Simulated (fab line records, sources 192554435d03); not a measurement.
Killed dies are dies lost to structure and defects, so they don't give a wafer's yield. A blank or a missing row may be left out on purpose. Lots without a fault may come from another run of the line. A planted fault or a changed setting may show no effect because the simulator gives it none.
Split-lot experiment | flow n5_finfet | 7 lots, 21 wafers read, on a route of 1938 steps

THE SPLIT
At N5_BEOL_M4_DESCUM_33 (chemistry O2, time 7 s), the setting time_s was moved away from the recipe's 7 s on 6 of the 21 wafers read, by -14.7% to +19.5%. The other wafers ran this setting at the recipe's value.

FROM THE SPLIT TO THE READING: what the file shows between them, 3 steps
- N5_BEOL_M4_ETCH_77: etches underlayer in N2/H2, target depth 6.5 nm, time 5.2 s
- N5_BEOL_M4_ETCH_69: etches SiARC in CF4, target depth 15.6 nm, time 26 s
- N5_BEOL_M4_ALD_98: deposits SiO2, target thk 2.5 nm, pulse time 1 s, co reactant pulse time 1 s

THE READING
CAR-EUV_of_BEOL_M4_COAT_22.thk_nm (the simulator's own value, which no gauge read), in nm, at N5_BEOL_M4_ETCHBACK_99 (etches SiO2 in CHF3, target depth 5 nm, time 10.4 s). The file gives no usual value for it. The 15 wafers here that ran the recipe average 10.4 nm, standard deviation 0.13 nm.

wafer  | tool, chamber at the split | time_s as run, s | against the recipe | CAR-EUV_of_BEOL_M4_COAT_22.thk_nm, nm | against lot-mates on the recipe
L081.2 | rie_diel-02, 1,3           | 7.898            | +12.8%             | 10                                    | -0.4
L081.4 | rie_diel-02, 1,3           | 7.898            | +12.8%             | 10.2                                  | -0.2
L081.6 | rie_diel-02, 0             | 7                | recipe             | 10.4                                  | -
L082.4 | rie_diel-06, 0             | 7                | recipe             | 10.4                                  | -
L082.6 | rie_diel-06, 0             | 7                | recipe             | 10.4                                  | -
L082.5 | rie_diel-06, 3             | 7                | recipe             | 10.2                                  | -
L085.2 | rie_diel-06, 0,1           | 7.471            | +6.7%              | 10.2                                  | -0.2
L085.4 | rie_diel-06, 0,1           | 7.471            | +6.7%              | 10.2                                  | -0.2
L085.3 | rie_diel-06, 3             | 7                | recipe             | 10.4                                  | -
L086.1 | rie_diel-03, 3,3,1         | 7                | recipe             | 10.6                                  | -
L086.3 | rie_diel-03, 3,3,1         | 7                | recipe             | 10.6                                  | -
L086.5 | rie_diel-03, 3,3,1         | 7                | recipe             | 10.4                                  | -
L089.4 | rie_diel-06, 3             | 7                | recipe             | 10.4                                  | -
L089.5 | rie_diel-06, 3             | 7                | recipe             | 10.2                                  | -
L089.6 | rie_diel-06, 2             | 5.972            | -14.7%             | 10.8                                  | +0.5
L090.2 | rie_diel-06, 0             | 7                | recipe             | 10.4                                  | -
L090.3 | rie_diel-06, 2             | 8.367            | +19.5%             | 9.6                                   | -0.7
L090.4 | rie_diel-06, 1             | 7                | recipe             | 10.2                                  | -
L097.4 | rie_diel-06, 2,1           | 7                | recipe             | 10.4                                  | -
L097.6 | rie_diel-06, 2,1           | 7                | recipe             | 10.4                                  | -
L097.5 | rie_diel-06, 0             | 7                | recipe             | 10.6                                  | -
Where a row lists several chambers, the file gives one row for several wafers and doesn't say which wafer went through which chamber.

THE FIT
A straight line over all 21 wafers: CAR-EUV_of_BEOL_M4_COAT_22.thk_nm changes by -0.0313 nm for each +1% of time_s; r = -0.86; the points scatter about the line by 0.13 nm.
The same after taking each lot's own level away (the mean of its wafers on the recipe; 21 wafers): -0.0312 nm for each +1%; r = -0.92; scatter 0.094 nm.
On that fit, the largest move of time_s shifts the reading by 0.61 nm.
The lots' own levels span 10.30 to 10.53 nm, that is 1.8 times the standard deviation above.
So the lot-to-lot level changes the slope little: the two slopes agree.
Check: with one of the wafers moved furthest among these (+19.5%) left out of the fit, the line predicts -0.543 nm for it against its lot-mates. It came out at -0.7 nm against them.

OTHER SPLITS ON THESE WAFERS
These wafers also went through other splits before the reading. Each is held against what the fit with the lots' levels taken away leaves over:
other split on the same wafers | wafers away from the commonest value | r with CAR-EUV_of_BEOL_M4_COAT_22.thk_nm (lot level and that fit taken away)
N5_BEOL_M2_ILD_DEP_00 time_s   | 4                                    | +0.23
N5_BEOL_M3_EXPOSE_08 dose_mj   | 9                                    | -0.02
N5_BEOL_M3_COAT_22 spin_rpm    | 6                                    | +0.39
N5_BEOL_M3_EXPOSE_25 dose_mj   | 6                                    | +0.30
N5_BEOL_M4_EXPOSE_25 dose_mj   | 5                                    | +0.13

THE WHOLE CHAIN: every reading that the file lists as answering this split, in the file's order
step                   | what it does                                                | reading                                                                            | change (the file's fit)                | r (the file's)
N5_BEOL_M4_DESCUM_33   | chemistry O2, time 7 s                                      | CAR-EUV_of_BEOL_M4_COAT_22.thk_nm (the simulator's own value, which no gauge read) | -0.0371 nm for each +1% of the setting | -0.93
N5_BEOL_M4_ETCH_77     | etches underlayer in N2/H2, target depth 6.5 nm, time 5.2 s | CAR-EUV_of_BEOL_M4_COAT_22.thk_nm (the simulator's own value, which no gauge read) | -0.0383 nm for each +1% of the setting | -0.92
N5_BEOL_M4_ETCH_69     | etches SiARC in CF4, target depth 15.6 nm, time 26 s        | CAR-EUV_of_BEOL_M4_COAT_22.thk_nm (the simulator's own value, which no gauge read) | -0.0359 nm for each +1% of the setting | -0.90
N5_BEOL_M4_ETCHBACK_99 | etches SiO2 in CHF3, target depth 5 nm, time 10.4 s         | CAR-EUV_of_BEOL_M4_COAT_22.thk_nm (the simulator's own value, which no gauge read) | -0.0325 nm for each +1% of the setting | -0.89

THE FILE'S OWN FIT
CAR-EUV_of_BEOL_M4_COAT_22.thk_nm changes by -0.0325 nm for each +1% of time_s, r = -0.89.
